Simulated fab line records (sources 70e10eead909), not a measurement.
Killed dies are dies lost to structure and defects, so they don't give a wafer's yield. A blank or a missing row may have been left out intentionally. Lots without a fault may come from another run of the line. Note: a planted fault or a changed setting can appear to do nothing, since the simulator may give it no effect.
Which tool did it? || flow nand harc || 36 wafers from 12 lots sampled at 3 of the route's 1159 steps

## WHAT THE GAUGES SHOWED, per wafer
NHARC_P_ZERO_WELL_CD_MEAS_11: the cd target is 500 nm. Usual: 499.9 nm for cd nm, sd 1.5.
{"lot": "L255", "measured": "day 1 13:20", "on": "cd sem-01", "cd nm (nm)": "498.2 497.0 497.6", "flag": ""}
{"lot": "L256", "measured": "day 1 19:16", "on": "cd sem-03", "cd nm (nm)": "500.9 501.1 500.7", "flag": ""}
{"lot": "L257", "measured": "day 2 01:07", "on": "cd sem-03", "cd nm (nm)": "500.1 501.0 503.1", "flag": ""}
{"lot": "L258", "measured": "day 2 07:15", "on": "cd sem-01", "cd nm (nm)": "500.5 503.3 501.6", "flag": ""}
{"lot": "L259", "measured": "day 2 13:14", "on": "cd sem-02", "cd nm (nm)": "500.4 500.6 500.8", "flag": ""}
{"lot": "L267", "measured": "day 4 13:14", "on": "cd sem-02", "cd nm (nm)": "499.0 500.1 500.8", "flag": ""}
{"lot": "L268", "measured": "day 4 19:14", "on": "cd sem-01", "cd nm (nm)": "500.0 500.2 502.3", "flag": ""}
{"lot": "L271", "measured": "day 5 13:07", "on": "cd sem-03", "cd nm (nm)": "497.0 498.0 496.9", "flag": ""}
{"lot": "L274", "measured": "day 6 07:14", "on": "cd sem-01", "cd nm (nm)": "497.7 497.5 497.3", "flag": ""}
{"lot": "L275", "measured": "day 6 13:22", "on": "cd sem-03", "cd nm (nm)": "498.7 499.0 500.1", "flag": ""}
{"lot": "L276", "measured": "day 6 19:25", "on": "cd sem-01", "cd nm (nm)": "500.3 500.5 500.3", "flag": ""}
{"lot": "L277", "measured": "day 7 01:16", "on": "cd sem-03", "cd nm (nm)": "499.9 500.2 500.3", "flag": ""}

NHARC_P_ZERO_WELL_CD_MEAS_24: the cd target is 720 nm. Usual: 719.4 nm for cd nm, sd 1.5.
{"lot": "L255", "measured": "day 1 14:41", "on": "cd sem-01", "cd nm (nm)": "719.3 718.1 719.2", "flag": ""}
{"lot": "L256", "measured": "day 1 20:36", "on": "cd sem-01", "cd nm (nm)": "721.0 720.7 722.1", "flag": ""}
{"lot": "L257", "measured": "day 2 02:20", "on": "cd sem-01", "cd nm (nm)": "721.2 720.7 721.9", "flag": ""}
{"lot": "L258", "measured": "day 2 08:36", "on": "cd sem-02", "cd nm (nm)": "720.5 720.1 719.2", "flag": ""}
{"lot": "L259", "measured": "day 2 14:35", "on": "cd sem-03", "cd nm (nm)": "763.2 761.8 761.8", "flag": "OFF"}
{"lot": "L267", "measured": "day 4 14:36", "on": "cd sem-01", "cd nm (nm)": "762.0 765.3 764.1", "flag": "OFF"}
{"lot": "L268", "measured": "day 4 20:34", "on": "cd sem-02", "cd nm (nm)": "718.5 718.4 719.3", "flag": ""}
{"lot": "L271", "measured": "day 5 14:27", "on": "cd sem-03", "cd nm (nm)": "720.5 718.7 720.8", "flag": ""}
{"lot": "L274", "measured": "day 6 08:35", "on": "cd sem-02", "cd nm (nm)": "720.7 722.4 721.6", "flag": ""}
{"lot": "L275", "measured": "day 6 14:42", "on": "cd sem-03", "cd nm (nm)": "720.6 720.3 718.7", "flag": ""}
{"lot": "L276", "measured": "day 6 20:46", "on": "cd sem-02", "cd nm (nm)": "719.2 718.7 716.8", "flag": ""}
{"lot": "L277", "measured": "day 7 02:36", "on": "cd sem-03", "cd nm (nm)": "719.4 715.7 718.1", "flag": ""}

## WHICH TOOL RAN EACH LOT (tool, then ch and the chambers of the sampled wafers, then the start)
{"lot": "L255", "NHARC_P_ZERO_WELL_EXPOSE_21": "krf scanner-02 ch 0, day 1 14:32"}
{"lot": "L256", "NHARC_P_ZERO_WELL_EXPOSE_21": "krf scanner-03 ch 0, day 1 20:27"}
{"lot": "L257", "NHARC_P_ZERO_WELL_EXPOSE_21": "krf scanner-03 ch 0, day 2 02:11"}
{"lot": "L258", "NHARC_P_ZERO_WELL_EXPOSE_21": "krf scanner-02 ch 0, day 2 08:26"}
{"lot": "L259", "NHARC_P_ZERO_WELL_EXPOSE_21": "krf scanner-03 ch 0, day 2 14:26"}
{"lot": "L267", "NHARC_P_ZERO_WELL_EXPOSE_21": "krf scanner-03 ch 0, day 4 14:26"}
{"lot": "L268", "NHARC_P_ZERO_WELL_EXPOSE_21": "krf scanner-02 ch 0, day 4 20:25"}
{"lot": "L271", "NHARC_P_ZERO_WELL_EXPOSE_21": "krf scanner-01 ch 0, day 5 14:18"}
{"lot": "L274", "NHARC_P_ZERO_WELL_EXPOSE_21": "krf scanner-01 ch 0, day 6 08:26"}
{"lot": "L275", "NHARC_P_ZERO_WELL_EXPOSE_21": "krf scanner-02 ch 0, day 6 14:33"}
{"lot": "L276", "NHARC_P_ZERO_WELL_EXPOSE_21": "krf scanner-01 ch 0, day 6 20:37"}
{"lot": "L277", "NHARC_P_ZERO_WELL_EXPOSE_21": "krf scanner-02 ch 0, day 7 02:26"}
- NHARC_P_ZERO_WELL_EXPOSE_21: exposes mask P NWELL, target cd 720 nm.

## WHAT THE TOOLS THEMSELVES READ (means of the sampled wafers that have a number; where no wafer has one, the mark that the record gives instead)
NHARC_P_ZERO_WELL_EXPOSE_21. Usual: 22.313 for exposure dose mJ cm2, sd 0.022.
{"lot": "L255", "tool": "krf scanner-02", "exposure dose mJ cm2": 22.306, "flag": ""}
{"lot": "L256", "tool": "krf scanner-03", "exposure dose mJ cm2": 22.318, "flag": ""}
{"lot": "L257", "tool": "krf scanner-03", "exposure dose mJ cm2": 22.309, "flag": ""}
{"lot": "L258", "tool": "krf scanner-02", "exposure dose mJ cm2": 22.317, "flag": ""}
{"lot": "L259", "tool": "krf scanner-03", "exposure dose mJ cm2": 28.660, "flag": "OFF"}
{"lot": "L267", "tool": "krf scanner-03", "exposure dose mJ cm2": 28.661, "flag": "OFF"}
{"lot": "L268", "tool": "krf scanner-02", "exposure dose mJ cm2": 22.275, "flag": ""}
{"lot": "L271", "tool": "krf scanner-01", "exposure dose mJ cm2": 22.289, "flag": ""}
{"lot": "L274", "tool": "krf scanner-01", "exposure dose mJ cm2": 22.301, "flag": ""}
{"lot": "L275", "tool": "krf scanner-02", "exposure dose mJ cm2": 22.282, "flag": ""}
{"lot": "L276", "tool": "krf scanner-01", "exposure dose mJ cm2": 22.332, "flag": ""}
{"lot": "L277", "tool": "krf scanner-02", "exposure dose mJ cm2": 22.306, "flag": ""}

## THE ANSWER, worked out from the rows above alone
Rule: take the mean of a lot's wafers that have a number; if it is more than 3 standard deviations from the usual mean, the lot is off. Also off: a lot with no number at a reading for which 4 or more lots have one. Where the step has rows for the other lots, those lots are counted as sound. The gauges are gone through in route order, then the tools' own readings, and for those a lot's mean is taken as printed above. The first step at which some lot is off is used, and at that step the reading that is off furthest; a lot without a number counts as furthest.
Off at NHARC_P_ZERO_WELL_CD_MEAS_24 (cd nm): L259, L267.
If a tool, at a process step before that reading, ran all the lots that are off and no sound lot after the first of them, it fits. Not tried: the gauges at NHARC_P_ZERO_WELL_CD_MEAS_24; whatever is off there is also off at NHARC_P_ZERO_WELL_EXPOSE_21, on other tools, and gauge error can't account for it. One candidate fits, namely krf scanner-03 at NHARC_P_ZERO_WELL_EXPOSE_21. Its last sound lot is L257 (day 2 02:11), its first lot that is off L259 (day 2 14:26): a fault that began between those two fits.
On the lots that are off, the tool's own readings at NHARC_P_ZERO_WELL_EXPOSE_21 differ by more than 5 times the standard deviation of the sound lots' means, which bears it out; exposure dose mJ cm2 reads 28.660 there versus 22.303 on the sound lots.

## WHAT HAD BEEN PUT IN BY THE SIMULATOR
Process parameter drift: krf scanner-03, from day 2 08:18 on, at NHARC_P_ZERO_WELL_EXPOSE_21. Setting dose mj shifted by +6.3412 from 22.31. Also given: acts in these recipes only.
Struck lots among those shown: L259, L267. This agrees with what the rule above found.
